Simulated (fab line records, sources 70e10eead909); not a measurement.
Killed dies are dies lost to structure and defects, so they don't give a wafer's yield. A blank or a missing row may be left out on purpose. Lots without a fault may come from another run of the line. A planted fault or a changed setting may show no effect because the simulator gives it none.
fab line records | flow nand_harc
record lots=22 wafers=66 last_day=34
route steps=1302 shown A_CHANNEL_FILL_D2@629 A_STAIRCASE@672
lots that met no fault: from a run of the same line without faults
start_h: hours from the record's first day to the start of the lot's first wafer shown | wait_h: hours since the lot's step before | " the same as in the row above | L1.1+2: a row that stands for several wafers | - no value, or no start given | * or withheld: withheld | < > ~ a bound
route shown NAME@n: a module of which the file shows steps, and the number in the route of the first | usual: mean/standard deviation of fault-free wafers | same: alike in all rows | chamber/n: place in a boat | sites: the reading at each site | _std_site: their standard deviation | _edge_site: outer sites' mean less inner sites' | radius_mm: how far each site lies from the wafer's centre | mask NAME#n: copy n | behind: the tool/chamber that last shaped the wafer | hold: why the lot was held/for how many hours/how that ended | device: the transistor (n, p or np) that didn't switch | end of line: the same wafers' tests at the end of the route | a step without rows: its recipe alone | killed: dies lost to structure and defects at the first sort, not the wafer's yield | map: a wafer's dies, x killed, . not, _ none there
set.NAME: the setting as run; set.NAME@STEP: as run at that earlier step | model.NAME: the simulator's own value behind a step, which no gauge read
steps of the route over a sample of lots; a table a step, a row a wafer
services: from which hour (start_h, from the record's first day; less than 0 if before it) a tool's chamber was out of use, for how many hours, and why
## steps
# step NHARC_A_CHANNEL_FILL_D2_STRIP_29
# recipe time_s=20 o2_flow_sccm=500 ar_flow_sccm=0 bias_w=0 chemistry=O2
# usual chamber_pressure_mTorr=60.00/0.057 drypump_motor_current_A=5.6/0.43 oes_product_au=0.995/0.0099 rf_vpp_V=57.8/0.91 showerhead_plenum_p_Torr=3.55/0.12 throttle_valve_pct=17.035/0.0086
# columns lot.wafer tool chamber start_h wait_h chamber_pressure_mTorr drypump_motor_current_A oes_product_au rf_hours_counter_h rf_vpp_V showerhead_plenum_p_Torr throttle_valve_pct
L074.2 rie_diel-12 2 - - 60.07 5.1 1.000 2 57.3 3.45 17.031
L074.6 " 0 " " 60.00 5.5 0.996 - 57.4 3.45 17.036
L074.5 " 1 " " 59.93 5.5 1.000 - 58.3 3.55 17.010
L075.3 rie_diel-08 0 - - 59.98 5.7 0.990 5 58.2 3.74 17.039
L075.4 " 2 " " 60.05 6.6 0.985 5 58.6 3.55 17.028
L075.6 " 3 " " 59.89 5.5 0.970 - 58.0 3.62 17.028
L076.2 rie_diel-08 2 366.78 0.1 60.05 6.7 0.988 5 58.6 3.55 17.046
L076.5 " 1 " " 60.07 5.1 0.995 - 58.4 3.45 17.042
L076.4 " 3 " " 59.97 5.5 0.976 - 57.4 3.62 17.038
L077.3 rie_diel-12 2 366.79 0.1 59.95 5.2 1.003 2 57.1 3.45 17.030
L077.1 " 3 " " 60.07 5.6 0.999 2 57.1 3.72 17.047
L077.2 " 0 " " 59.95 5.5 0.986 2 56.4 3.45 17.025
L078.2 rie_diel-12 3 - - 59.98 5.6 1.008 2 56.7 3.72 17.036
L078.3 " 0 " " 60.00 5.4 0.996 2 56.5 3.45 17.046
L078.1 " 1 " " 59.89 5.5 1.003 2 59.1 3.55 17.031
L080.1 rie_diel-08 2 - - 60.13 6.6 1.007 1 57.6 3.55 17.042
L080.2 " 3 " " 60.03 5.5 0.981 1 59.5 3.62 17.027
L080.5 " 1 " " 60.08 5.1 0.993 - 57.6 3.45 17.028
L081.4 rie_diel-12 1 - - 59.98 5.5 0.973 3 57.7 3.55 17.041
L081.1 " 3 " " 59.94 5.6 0.997 3 58.1 3.72 17.049
L081.5 " 1 " " 59.99 5.5 0.987 - 57.6 3.55 17.030
L079.4 rie_diel-12 3 - - 60.09 5.6 0.996 3 60.2 3.72 17.037
L079.2 " 0 " " 59.90 5.5 1.000 3 57.3 3.45 17.019
L079.5 " 2 " " 60.06 5.2 1.004 - 57.8 3.45 17.049
L083.2 rie_diel-08 2 - - 60.04 6.7 1.001 2 57.8 3.55 17.048
L083.5 " 3 " " 60.07 5.5 0.980 - 57.2 3.62 17.032
L083.6 " 0 " " 59.98 5.8 0.998 - 57.8 3.74 17.025
L084.4 rie_diel-08 3 - - 59.94 5.6 0.991 2 58.6 3.62 17.033
L084.2 " 1 " " 59.92 5.1 1.003 2 59.0 3.45 17.043
L084.6 " 3 " " 59.99 5.6 0.983 - 59.1 3.62 17.031
L085.3 rie_diel-08 2 - - 59.90 6.7 1.006 2 58.5 3.55 17.036
L085.5 " 3 " " 59.88 5.6 0.970 - 57.9 3.62 17.028
L085.6 " 0 " " 60.04 5.8 0.995 - 57.9 3.74 17.039
L086.3 rie_diel-09 0 459.44 0.2 59.97 5.2 1.003 26 57.5 3.45 17.047
L086.2 " 2 " " 59.99 4.7 1.010 26 59.2 3.33 17.026
L086.5 " 3 " " 60.13 5.6 0.994 - 58.2 3.26 17.032
L089.1 rie_diel-08 1 - - 59.99 5.1 0.995 3 56.9 3.45 17.042
L089.5 " 2 " " 60.05 6.7 0.993 - 58.1 3.55 17.030
L089.6 " 3 " " 60.00 5.5 0.981 - 58.6 3.62 17.050
L088.2 rie_diel-12 1 - - 60.00 5.6 0.996 1 56.6 3.55 17.034
L088.4 " 2 " " 60.01 5.2 1.012 1 57.0 3.45 17.027
L088.1 " 3 " " 60.02 5.6 0.981 1 56.6 3.72 17.043
L087.2 rie_diel-12 1 - - 59.92 5.5 0.977 1 58.0 3.55 17.041
L087.3 " 3 " " 59.95 5.6 0.984 1 59.4 3.72 17.029
L087.5 " 0 " " 60.08 5.4 1.003 - 58.3 3.45 17.036
L090.2 rie_diel-12 2 - - 59.91 5.2 1.008 1 56.1 3.45 17.037
L090.3 " 3 " " 60.02 5.6 0.976 2 59.3 3.72 17.048
L090.6 " 2 " " 59.99 5.2 1.000 - 56.8 3.45 17.028
L091.4 rie_diel-12 3 - - 60.04 5.6 0.998 2 58.8 3.72 17.026
L091.1 " 0 " " 60.05 5.5 0.990 2 57.8 3.45 17.028
L091.5 " 2 " " 59.96 5.2 1.013 - 56.9 3.44 17.027
L093.3 rie_diel-08 0 - - 59.92 5.7 1.002 4 57.5 3.74 17.023
L093.6 " 3 " " 60.03 5.5 0.976 - 57.3 3.62 17.033
L093.5 " 0 " " 59.96 5.8 0.988 - 58.7 3.74 17.027
L092.1 rie_diel-08 0 - - 60.01 5.8 0.992 5 57.3 3.74 17.043
L092.3 " 3 " " 60.04 5.5 0.982 5 57.2 3.62 17.029
L092.5 " 0 " " 60.02 5.8 0.994 - 57.0 3.74 17.027
L094.2 rie_diel-09 1 - - 59.93 6.0 0.991 7 58.5 3.30 17.034
L094.4 " 2 " " 60.05 4.7 1.007 7 57.6 3.33 17.033
L094.5 " 1 " " 60.01 6.0 0.994 - 55.5 3.30 17.027
L096.2 rie_diel-12 0 - - 60.03 5.4 0.991 3 57.8 3.45 17.045
L096.3 " 1 " " 60.05 5.6 0.995 3 58.5 3.55 17.047
L096.5 " 0 " " 59.91 5.4 1.000 - 57.8 3.45 17.048
L097.3 rie_diel-12 1 - - 60.03 5.5 0.986 3 57.5 3.55 17.029
L097.2 " 2 " " 60.09 5.2 1.015 3 57.1 3.45 17.043
L097.4 " 3 " " 60.00 5.6 0.994 3 59.0 3.71 17.038
# step NHARC_A_STAIRCASE_TRIM_16
# recipe time_s=211.2 o2_flow_sccm=500 ar_flow_sccm=0 bias_w=0 chemistry=O2
# usual chamber_pressure_mTorr=59.99/0.054 drypump_motor_current_A=6.0/0.52 oes_product_au=1.001/0.011 rf_vpp_V=57.7/0.96 showerhead_plenum_p_Torr=3.49/0.13 throttle_valve_pct=17.037/0.0085
# columns lot.wafer tool chamber start_h wait_h chamber_pressure_mTorr drypump_motor_current_A oes_product_au rf_hours_counter_h rf_vpp_V showerhead_plenum_p_Torr throttle_valve_pct
L074.2 rie_diel-04 1 - - 59.97 5.6 1.007 59 57.7 3.45 17.038
L074.5 " 2 " " 59.95 5.2 1.004 - 58.6 3.59 17.031
L074.6 " 3 " " 60.03 6.6 1.000 - 56.9 3.28 17.044
L075.3 rie_diel-01 3 - - 59.94 6.4 1.004 42 57.1 3.49 17.036
L075.4 " 1 " " 59.99 6.1 0.986 45 58.9 3.51 17.047
L075.6 " 3 " " 60.06 6.3 1.010 - 57.3 3.49 17.019
L076.2 rie_diel-01 3 - - 59.92 6.3 1.009 46 55.8 3.49 17.037
L076.4 " 0 " " 59.95 6.7 0.994 47 56.7 3.33 17.042
L076.5 " 1 " " 59.95 6.0 0.994 - 57.3 3.51 17.026
L077.1 rie_diel-05 3 - - 60.08 5.2 1.010 50 56.4 3.62 17.027
L077.3 " 1 " " 59.85 4.9 1.007 41 58.2 3.61 17.024
L077.2 " 2 " " 59.87 5.7 1.005 50 56.8 3.30 17.024
L078.1 rie_diel-04 3 - - 59.95 6.6 0.983 8 58.7 3.80 17.031
L078.2 " 0 " " 60.06 5.5 1.008 6 56.3 3.47 17.044
L078.3 " 1 " " 60.09 5.6 1.015 6 57.2 3.44 17.046
L081.4 rie_diel-01 0 - - 59.94 6.7 0.993 8 57.1 3.33 17.047
L081.1 " 1 " " 59.98 6.1 1.022 5 58.2 3.50 17.029
L081.5 " 0 " " 60.02 6.7 0.999 - 57.4 3.33 17.036
L080.1 rie_diel-04 3 - - 59.95 6.6 0.981 18 58.9 3.80 17.041
L080.2 " 1 " " 59.95 5.6 1.008 18 58.3 3.44 17.035
L080.5 " 3 " " 60.02 6.6 0.982 - 57.9 3.80 17.026
L079.2 rie_diel-05 1 - - 60.00 5.0 0.994 1 58.0 3.61 17.034
L079.4 " 3 " " 59.95 5.3 0.990 1 58.2 3.61 17.022
L079.5 " 1 " " 60.01 5.0 0.991 - 57.4 3.61 17.042
L083.2 rie_diel-01 3 - - 59.92 6.3 1.016 13 59.3 3.48 17.037
L083.5 " 1 " " 60.05 6.1 1.014 - 58.8 3.50 17.038
L083.6 " 2 " " 59.94 6.2 1.007 - 57.6 3.47 17.043
L085.3 rie_diel-01 3 - - 60.03 6.3 1.022 17 55.8 3.48 17.036
L085.5 " 0 " " 59.96 6.7 1.011 - 57.9 3.32 17.048
L085.6 " 1 " " 60.00 6.1 1.008 - 57.6 3.50 17.037
L084.2 rie_diel-04 0 - - 59.98 5.5 0.990 36 57.3 3.45 17.047
L084.4 " 1 " " 60.03 5.6 1.005 35 56.3 3.43 17.041
L084.6 " 2 " " 59.98 5.2 0.999 - 58.0 3.57 17.045
L086.3 rie_diel-01 1 - - 59.95 6.1 1.004 19 58.4 3.49 17.045
L086.2 " 2 " " 60.06 6.2 1.011 17 56.3 3.47 17.029
L086.5 " 3 " " 60.02 6.3 1.017 - 57.8 3.48 17.045
L088.2 rie_diel-01 3 - - 60.04 6.3 1.010 25 57.7 3.48 17.024
L088.1 " 0 " " 59.95 6.7 1.005 26 58.4 3.32 17.041
L088.4 " 2 " " 59.92 6.2 1.002 21 57.8 3.46 17.049
L087.3 rie_diel-01 2 - - 60.01 6.2 1.007 21 58.0 3.46 17.039
L087.2 " 1 " " 59.96 6.1 1.000 23 58.0 3.49 17.033
L087.5 " 2 " " 59.97 6.2 0.996 - 57.0 3.46 17.055
L089.1 rie_diel-04 3 - - 59.99 6.6 0.986 46 57.2 3.78 17.053
L089.6 " 0 " " 60.06 5.5 0.992 - 57.0 3.45 17.037
L089.5 " 1 " " 59.97 5.6 1.012 - 57.5 3.42 17.035
L090.3 rie_diel-04 0 - - 60.04 5.5 0.979 51 57.6 3.45 17.036
L090.2 " 1 " " 59.88 5.6 1.004 47 56.5 3.42 17.029
L090.6 " 2 " " 60.06 5.2 1.001 - 56.5 3.57 17.040
L091.1 rie_diel-01 0 - - 59.99 6.7 1.015 35 56.7 3.31 17.039
L091.5 " 0 " " 60.00 6.7 1.015 - 58.0 3.31 17.038
L091.4 " 1 " " 60.03 6.1 1.019 - 58.8 3.49 17.042
L093.3 rie_diel-01 0 - - 60.10 6.7 1.008 44 57.1 3.31 17.031
L093.6 " 1 " " 59.93 6.1 1.005 - 57.4 3.48 17.042
L093.5 " 2 " " 60.00 6.2 1.001 - 57.3 3.45 17.034
L092.1 rie_diel-04 2 - - 59.95 5.3 1.014 0 56.7 3.56 17.041
L092.3 " 3 " " 59.95 6.6 0.993 0 59.4 3.78 17.039
L092.5 " 2 " " 60.04 5.3 1.017 - 59.2 3.56 17.029
L094.2 rie_diel-04 3 - - 59.96 6.6 0.992 2 59.3 3.77 17.026
L094.4 " 0 " " 59.98 5.5 1.000 1 55.8 3.44 17.047
L094.5 " 3 " " 60.01 6.6 0.980 - 58.6 3.77 17.029
L096.2 rie_diel-04 1 - - 60.07 5.6 1.003 9 57.1 3.41 17.012
L096.3 " 2 " " 59.89 5.2 1.010 13 59.0 3.56 17.023
L096.5 " 0 " " 60.04 5.5 0.985 - 58.8 3.44 17.050
L097.4 rie_diel-04 1 - - 59.92 5.6 1.014 12 57.6 3.41 17.033
L097.2 " 2 " " 60.02 5.2 1.021 15 57.6 3.55 17.037
L097.3 " 3 " " 60.03 6.6 0.987 17 58.3 3.77 17.023
# step NHARC_A_STAIRCASE_ETCH_190
# recipe target_depth_a=1000 time_s=40.5 ion_energy_ev=400 c4f8_flow_sccm=20 o2_flow_sccm=10 ar_flow_sccm=withheld rf_w=600 bias_w=1000 chemistry=C4F8/O2
# usual chamber_pressure_mTorr=24.995/0.023 oes_product_au=0.941/0.012 rf_fwd_power_W=592/3.3 rf_vpp_V=893/4.6
# columns lot.wafer tool chamber start_h wait_h chamber_pressure_mTorr oes_product_au rf_fwd_power_W rf_hours_counter_h rf_vpp_V
L074.2 rie_diel-05 0 - - 24.992 0.930 587 38 890
L074.6 " 2 " " 25.014 0.933 591 - 888
L074.5 " 3 " " 25.029 0.943 595 - 901
L075.4 rie_diel-05 2 - - 24.993 0.950 591 46 888
L075.3 " 3 " " 24.976 0.937 591 47 900
L075.6 " 3 " " 25.006 0.941 594 - 897
L076.2 rie_diel-05 0 - - 24.961 0.939 586 44 890
L076.4 " 3 " " 24.973 0.952 594 52 898
L076.5 " 0 " " 25.010 0.946 586 - 890
L077.1 rie_diel-04 2 - - 24.978 0.957 593 6 899
L077.2 " 3 " " 25.015 0.919 593 6 905
L077.3 " 0 " " 24.982 0.945 592 5 893
L078.2 rie_diel-05 1 - - 24.985 0.933 593 47 899
L078.3 " 2 " " 24.966 0.927 591 58 886
L078.1 " 0 " " 25.035 0.929 586 47 889
L081.1 rie_diel-01 1 - - 24.993 0.948 593 6 896
L081.5 " 0 " " 25.012 0.945 588 - 887
L081.4 " 3 " " 25.005 0.942 592 - 895
L080.2 rie_diel-01 1 - - 24.989 0.935 593 7 895
L080.1 " 3 " " 25.060 0.945 594 9 893
L080.5 " 1 " " 25.001 0.945 593 - 895
L079.2 rie_diel-05 2 - - 25.025 0.932 591 3 887
L079.4 " 1 " " 25.006 0.934 589 3 900
L079.5 " 2 " " 25.014 0.928 592 - 888
L083.2 rie_diel-01 3 - - 24.965 0.944 594 14 895
L083.6 " 2 " " 24.981 0.948 594 - 894
L083.5 " 3 " " 25.046 0.937 595 - 896
L085.3 rie_diel-01 1 - - 24.962 0.952 593 17 896
L085.6 " 1 " " 25.019 0.948 594 - 895
L085.5 " 2 " " 24.972 0.942 595 - 892
L084.2 rie_diel-05 2 - - 24.979 0.950 590 15 886
L084.4 " 0 " " 24.994 0.958 585 18 888
L084.6 " 2 " " 24.983 0.941 587 - 888
L086.2 rie_diel-01 2 - - 24.978 0.945 592 17 893
L086.3 " 3 " " 25.010 0.960 595 20 893
L086.5 " 3 " " 25.022 0.962 593 - 895
L088.1 rie_diel-01 0 - - 24.990 0.938 590 27 889
L088.4 " 1 " " 25.016 0.938 593 24 894
L088.2 " 2 " " 24.976 0.946 594 22 893
L087.2 rie_diel-04 1 - - 25.009 0.952 584 44 892
L087.3 " 0 " " 25.002 0.932 596 48 892
L087.5 " 1 " " 24.971 0.934 584 - 892
L089.1 rie_diel-05 3 - - 24.990 0.938 594 31 899
L089.5 " 2 " " 24.976 0.957 593 - 887
L089.6 " 3 " " 25.020 0.922 597 - 898
L090.2 rie_diel-01 0 - - 24.982 0.931 584 33 887
L090.3 " 2 " " 24.975 0.919 596 30 893
L090.6 " 2 " " 25.023 0.921 594 - 895
L091.1 rie_diel-05 3 - - 24.955 0.922 593 41 898
L091.4 " 0 " " 25.017 0.932 583 40 888
L091.5 " 0 " " 24.954 0.936 585 - 889
L093.3 rie_diel-05 2 - - 24.970 0.969 590 49 885
L093.6 " 2 " " 24.993 0.956 590 - 888
L093.5 " 3 " " 25.006 0.940 592 - 898
L092.3 rie_diel-01 3 - - 24.992 0.942 596 38 894
L092.1 " 0 " " 24.974 0.937 592 47 887
L092.5 " 2 " " 25.025 0.942 597 - 893
L094.2 rie_diel-01 3 - - 25.014 0.964 591 39 893
L094.4 " 1 " " 25.025 0.963 594 38 894
L094.5 " 0 " " 25.016 0.933 588 - 887
L096.3 rie_diel-05 1 - - 25.015 0.937 594 60 898
L096.2 " 3 " " 24.953 0.920 594 64 898
L096.5 " 0 " " 24.958 0.947 587 - 889
L097.2 rie_diel-01 3 - - 25.016 0.942 594 9 895
L097.3 " 0 " " 24.980 0.929 590 9 888
L097.4 " 0 " " 25.016 0.920 586 - 887
# step NHARC_A_STAIRCASE_ETCH_194
# recipe target_depth_a=1000 time_s=40.5 ion_energy_ev=400 c4f8_flow_sccm=20 o2_flow_sccm=10 ar_flow_sccm=withheld rf_w=600 bias_w=1000 chemistry=C4F8/O2
# usual chamber_pressure_mTorr=24.998/0.024 oes_product_au=0.943/0.011 rf_fwd_power_W=591/3.1 rf_vpp_V=893/4.5
# columns lot.wafer tool chamber start_h wait_h chamber_pressure_mTorr oes_product_au rf_fwd_power_W rf_hours_counter_h rf_vpp_V
L074.2 rie_diel-05 0 - - 25.025 0.933 587 39 889
L074.5 " 2 " " 25.001 0.956 592 - 888
L074.6 " 3 " " 25.014 0.948 592 - 900
L075.4 rie_diel-05 2 - - 25.009 0.951 586 47 889
L075.3 " 3 " " 25.021 0.950 590 47 899
L075.6 " 2 " " 24.982 0.948 590 - 888
L076.2 rie_diel-05 0 - - 24.977 0.942 587 44 891
L076.4 " 2 " " 25.002 0.949 592 52 887
L076.5 " 3 " " 24.970 0.946 592 - 899
L077.2 rie_diel-04 2 - - 24.992 0.949 589 6 898
L077.1 " 0 " " 24.997 0.945 592 5 894
L077.3 " 1 " " 25.008 0.952 586 5 893
L078.3 rie_diel-05 0 - - 24.974 0.924 585 47 890
L078.1 " 1 " " 25.000 0.941 597 48 897
L078.2 " 2 " " 24.964 0.951 592 58 888
L081.1 rie_diel-01 0 - - 25.003 0.935 589 9 889
L081.5 " 0 " " 24.988 0.938 588 - 890
L081.4 " 3 " " 25.003 0.943 592 - 894
L080.1 rie_diel-01 3 - - 24.976 0.944 593 9 893
L080.2 " 0 " " 24.992 0.936 586 9 890
L080.5 " 3 " " 24.985 0.946 592 - 895
L079.2 rie_diel-05 3 - - 25.033 0.932 593 3 898
L079.4 " 0 " " 24.997 0.946 587 3 889
L079.5 " 3 " " 25.031 0.919 593 - 898
L083.2 rie_diel-01 3 - - 24.966 0.959 594 15 895
L083.5 " 1 " " 24.947 0.950 597 - 895
L083.6 " 2 " " 24.986 0.956 597 - 893
L085.3 rie_diel-01 1 - - 24.977 0.959 594 17 895
L085.6 " 1 " " 24.966 0.960 594 - 895
L085.5 " 2 " " 25.006 0.949 594 - 894
L084.2 rie_diel-05 3 - - 24.997 0.937 591 17 899
L084.4 " 1 " " 24.994 0.950 589 17 899
L084.6 " 3 " " 25.029 0.937 590 - 899
L086.3 rie_diel-01 2 - - 24.965 0.949 595 18 894
L086.2 " 3 " " 24.977 0.970 592 20 895
L086.5 " 2 " " 24.972 0.953 594 - 893
L088.1 rie_diel-01 3 - - 25.014 0.946 594 26 894
L088.2 " 0 " " 25.021 0.947 590 27 887
L088.4 " 2 " " 25.027 0.949 593 22 893
L087.2 rie_diel-04 1 - - 24.994 0.956 589 44 893
L087.3 " 3 " " 24.981 0.925 596 47 905
L087.5 " 2 " " 24.994 0.945 593 - 897
L089.1 rie_diel-05 2 - - 25.039 0.951 594 27 887
L089.6 " 1 " " 25.018 0.941 593 - 897
L089.5 " 2 " " 24.953 0.965 590 - 886
L090.3 rie_diel-01 0 - - 25.003 0.945 589 33 889
L090.2 " 3 " " 25.000 0.950 594 34 894
L090.6 " 0 " " 25.007 0.948 589 - 887
L091.4 rie_diel-05 2 - - 24.976 0.947 594 39 886
L091.1 " 0 " " 24.992 0.950 584 41 889
L091.5 " 2 " " 25.033 0.945 590 - 888
L093.3 rie_diel-05 1 - - 24.961 0.922 590 48 899
L093.6 " 3 " " 25.008 0.924 596 - 897
L093.5 " 2 " " 24.974 0.939 592 - 887
L092.1 rie_diel-01 3 - - 25.006 0.939 596 38 894
L092.3 " 2 " " 24.998 0.939 596 44 895
L092.5 " 0 " " 24.986 0.937 588 - 887
L094.4 rie_diel-01 3 - - 25.007 0.967 591 40 894
L094.2 " 2 " " 25.023 0.948 596 45 892
L094.5 " 0 " " 24.975 0.944 587 - 888
L096.3 rie_diel-05 0 - - 25.022 0.936 584 56 888
L096.2 " 3 " " 24.983 0.918 592 65 897
L096.5 " 0 " " 25.037 0.929 586 - 887
L097.3 rie_diel-01 0 - - 24.953 0.926 588 9 887
L097.2 " 2 " " 24.986 0.920 595 14 893
L097.4 " 2 " " 24.964 0.927 597 - 893
# step NHARC_A_STAIRCASE_ETCH_221
# recipe target_depth_a=1000 time_s=40.5 ion_energy_ev=400 c4f8_flow_sccm=20 o2_flow_sccm=10 ar_flow_sccm=withheld rf_w=600 bias_w=1000 chemistry=C4F8/O2
# usual chamber_pressure_mTorr=24.999/0.021 oes_product_au=0.944/0.017 rf_fwd_power_W=592/3.2 rf_vpp_V=895/5
# columns lot.wafer tool chamber start_h wait_h chamber_pressure_mTorr oes_product_au rf_fwd_power_W rf_hours_counter_h rf_vpp_V
L074.2 rie_diel-01 1 - - 25.019 0.925 591 48 895
L074.6 " 3 " " 24.971 0.944 593 - 895
L074.5 " 0 " " 24.981 0.932 586 - 889
L075.4 rie_diel-01 3 - - 24.990 0.932 592 44 895
L075.3 " 2 " " 25.009 0.933 596 48 894
L075.6 " 3 " " 25.051 0.946 591 - 894
L076.4 rie_diel-04 1 - - 25.032 0.960 586 5 894
L076.2 " 0 " " 25.005 0.948 595 5 894
L076.5 " 2 " " 24.978 0.968 590 - 899
L077.1 rie_diel-04 1 - - 25.010 0.935 585 6 892
L077.2 " 2 " " 25.028 0.942 591 8 898
L077.3 " 3 " " 24.961 0.907 596 8 905
L078.3 rie_diel-01 0 - - 24.993 0.974 589 0 889
L078.1 " 1 " " 25.011 0.956 594 0 895
L078.2 " 2 " " 25.009 0.950 594 0 894
L081.1 rie_diel-04 1 - - 24.973 0.954 585 20 891
L081.4 " 2 " " 24.984 0.946 590 19 899
L081.5 " 1 " " 24.997 0.951 587 - 893
L080.2 rie_diel-01 2 - - 25.010 0.927 592 6 893
L080.1 " 3 " " 25.001 0.955 593 10 894
L080.5 " 2 " " 25.044 0.927 594 - 894
L079.4 rie_diel-01 0 - - 24.976 0.955 590 10 889
L079.2 " 1 " " 24.948 0.980 593 8 895
L079.5 " 3 " " 25.025 0.952 593 - 894
L083.2 rie_diel-04 2 - - 24.974 0.942 591 32 899
L083.6 " 3 " " 24.995 0.909 592 - 905
L083.5 " 0 " " 24.984 0.928 595 - 893
L084.2 rie_diel-05 2 - - 24.995 0.918 591 16 887
L084.4 " 1 " " 25.005 0.913 588 18 899
L084.6 " 3 " " 24.974 0.915 596 - 898
L085.3 rie_diel-04 3 - - 25.008 0.899 592 38 905
L085.5 " 0 " " 24.977 0.912 592 - 892
L085.6 " 1 " " 24.984 0.928 584 - 891
L086.3 rie_diel-05 0 - - 25.024 0.957 587 22 890
L086.2 " 1 " " 25.010 0.948 588 21 897
L086.5 " 2 " " 25.025 0.960 590 - 886
L088.1 rie_diel-04 2 - - 24.967 0.958 590 44 898
L088.4 " 3 " " 25.021 0.931 593 48 904
L088.2 " 1 " " 24.991 0.969 586 45 892
L087.3 rie_diel-01 3 - - 24.988 0.955 594 30 895
L087.2 " 1 " " 24.960 0.955 591 26 894
L087.5 " 0 " " 25.006 0.957 589 - 888
L089.1 rie_diel-01 0 - - 25.004 0.955 588 30 890
L089.5 " 0 " " 25.011 0.959 589 - 888
L089.6 " 1 " " 24.995 0.963 596 - 895
L090.2 rie_diel-01 0 - - 25.018 0.947 594 34 886
L090.3 " 3 " " 25.004 0.956 595 34 895
L090.6 " 2 " " 24.999 0.931 598 - 893
L091.1 rie_diel-04 2 - - 24.982 0.961 594 51 896
L091.4 " 3 " " 24.967 0.941 595 54 905
L091.5 " 3 " " 24.981 0.936 598 - 905
L093.3 rie_diel-04 2 - - 24.993 0.967 592 1 898
L093.5 " 2 " " 24.973 0.976 593 - 898
L093.6 " 3 " " 25.002 0.949 590 - 904
L092.3 rie_diel-04 0 - - 24.985 0.930 594 2 893
L092.1 " 1 " " 24.975 0.947 590 2 890
L092.5 " 0 " " 25.014 0.915 590 - 893
L094.2 rie_diel-05 1 - - 25.002 0.930 592 52 898
L094.4 " 0 " " 25.031 0.933 586 52 888
L094.5 " 2 " " 24.997 0.943 589 - 887
L096.3 rie_diel-04 0 - - 25.005 0.956 592 12 894
L096.2 " 1 " " 25.021 0.963 587 11 891
L096.5 " 2 " " 24.998 0.971 593 - 898
L097.2 rie_diel-05 0 - - 25.036 0.941 582 1 887
L097.3 " 1 " " 25.010 0.939 590 1 897
L097.4 " 2 " " 24.991 0.958 588 1 906
# step NHARC_A_STAIRCASE_STRIP_238
# recipe power_w=1500 temp_c=250 chemistry=O2
# usual drypump_motor_current_A=5.5/0.53 heater_power_w=346/16
# columns lot.wafer tool chamber start_h wait_h drypump_motor_current_A heater_power_w rf_hours_counter_h
L074.2 plasma_asher-01 1 363.17 0.1 6.1 382 1
L074.6 " 1 " " 6.2 370 -
L074.5 " 0 " " 5.7 326 -
L075.4 plasma_asher-02 0 363.56 0.2 4.8 348 -
L075.3 " 1 " " 5.2 351 -
L075.6 " 1 " " 5.2 357 -
L076.2 plasma_asher-01 0 386.65 0.1 5.7 331 5
L076.4 " 1 " " 6.2 364 -
L076.5 " 1 " " 6.2 375 -
L077.2 plasma_asher-01 0 388.51 0.1 5.7 330 6
L077.1 " 1 " " 6.2 368 6
L077.3 " 0 " " 5.7 341 -
L078.2 plasma_asher-01 0 394.67 0.1 5.7 335 7
L078.1 " 1 " " 6.2 377 7
L078.3 " 0 " " 5.7 338 -
L081.1 plasma_asher-02 1 425.24 0.1 5.2 344 37
L081.4 " 1 " " 5.2 350 -
L081.5 " 0 " " 4.8 366 -
L080.2 plasma_asher-02 1 425.80 0.1 5.2 351 37
L080.1 " 0 " " 4.8 345 37
L080.5 " 0 " " 4.8 349 -
L079.2 plasma_asher-01 0 431.67 0.1 5.7 332 15
L079.4 " 1 " " 6.2 375 -
L079.5 " 1 " " 6.2 374 -
L083.2 plasma_asher-01 0 458.75 0.1 5.7 342 20
L083.5 " 1 " " 6.2 367 -
L083.6 " 0 " " 5.7 341 -
L085.3 plasma_asher-02 0 468.72 0.2 4.8 335 -
L085.6 " 0 " " 4.8 337 -
L085.5 " 1 " " 5.2 344 -
L084.2 plasma_asher-02 0 468.95 0.3 4.8 337 7
L084.4 " 0 " " 4.8 329 -
L084.6 " 1 " " 5.2 334 -
L086.2 plasma_asher-01 1 478.88 0.1 6.2 373 26
L086.3 " 1 " " 6.2 366 -
L086.5 " 1 " " 6.2 371 -
L088.1 plasma_asher-01 0 501.41 0.1 5.7 333 31
L088.2 " 1 " " 6.2 372 31
L088.4 " 0 " " 5.7 344 -
L087.2 plasma_asher-02 1 503.06 0.1 5.2 343 14
L087.3 " 1 " " 5.2 336 -
L087.5 " 0 " " 4.8 338 -
L089.1 plasma_asher-01 0 503.87 0.1 5.7 332 32
L089.5 " 1 " " 6.2 369 -
L089.6 " 0 " " 5.7 328 -
L090.2 plasma_asher-02 1 519.56 0.2 5.2 337 17
L090.3 " 0 " " 4.8 342 -
L090.6 " 0 " " 4.8 335 -
L091.1 plasma_asher-02 0 532.54 0.1 4.8 334 21
L091.4 " 0 " " 4.8 333 -
L091.5 " 1 " " 5.2 340 -
L093.3 plasma_asher-01 0 549.50 0.2 5.7 326 -
L093.6 " 0 " " 5.7 318 -
L093.5 " 1 " " 6.2 353 -
L092.1 plasma_asher-02 0 553.95 0.1 4.8 332 25
L092.3 " 1 " " 5.2 341 -
L092.5 " 1 " " 5.2 343 -
L094.2 plasma_asher-01 0 562.09 0.1 5.7 329 5
L094.4 " 0 " " 5.7 323 -
L094.5 " 0 " " 5.7 325 -
L096.2 plasma_asher-02 0 588.26 0.1 4.8 337 32
L096.3 " 1 " " 5.2 341 -
L096.5 " 1 " " 5.2 332 -
L097.2 plasma_asher-02 0 598.31 0.1 4.7 344 34
L097.3 " 0 " " 4.8 337 -
L097.4 " 1 " " 5.2 338 -
## services
# columns tool chamber start_h hours kind
rie_diel-12 3 324.86 3.5 repair
rie_diel-05 0 329.47 12.5 repair
plasma_asher-01 - 342.73 9.0 pm
rie_diel-04 - 356.38 9.0 pm
rie_diel-12 1 363.92 4.3 repair
rie_diel-01 - 382.01 9.0 pm
plasma_asher-01 - 382.05 1.6 repair
rie_diel-12 - 400.10 0.2 repair
rie_diel-05 1 404.34 10.2 repair
rie_diel-05 - 407.70 9.0 pm
rie_diel-01 2 418.37 5.0 repair
plasma_asher-02 - 426.08 9.0 pm
rie_diel-12 1 432.43 11.1 repair
rie_diel-01 3 432.83 5.4 repair
rie_diel-12 - 445.40 9.0 pm
rie_diel-12 2 468.17 4.6 repair
rie_diel-01 3 518.23 14.8 repair
rie_diel-04 - 533.38 9.0 pm
rie_diel-01 1 541.13 11.0 repair
rie_diel-05 0 541.14 4.4 repair
rie_diel-01 - 559.01 9.0 pm
rie_diel-05 0 571.25 7.7 repair
rie_diel-05 - 584.74 9.0 pm
rie_diel-04 2 591.69 4.0 repair
## key
fault none
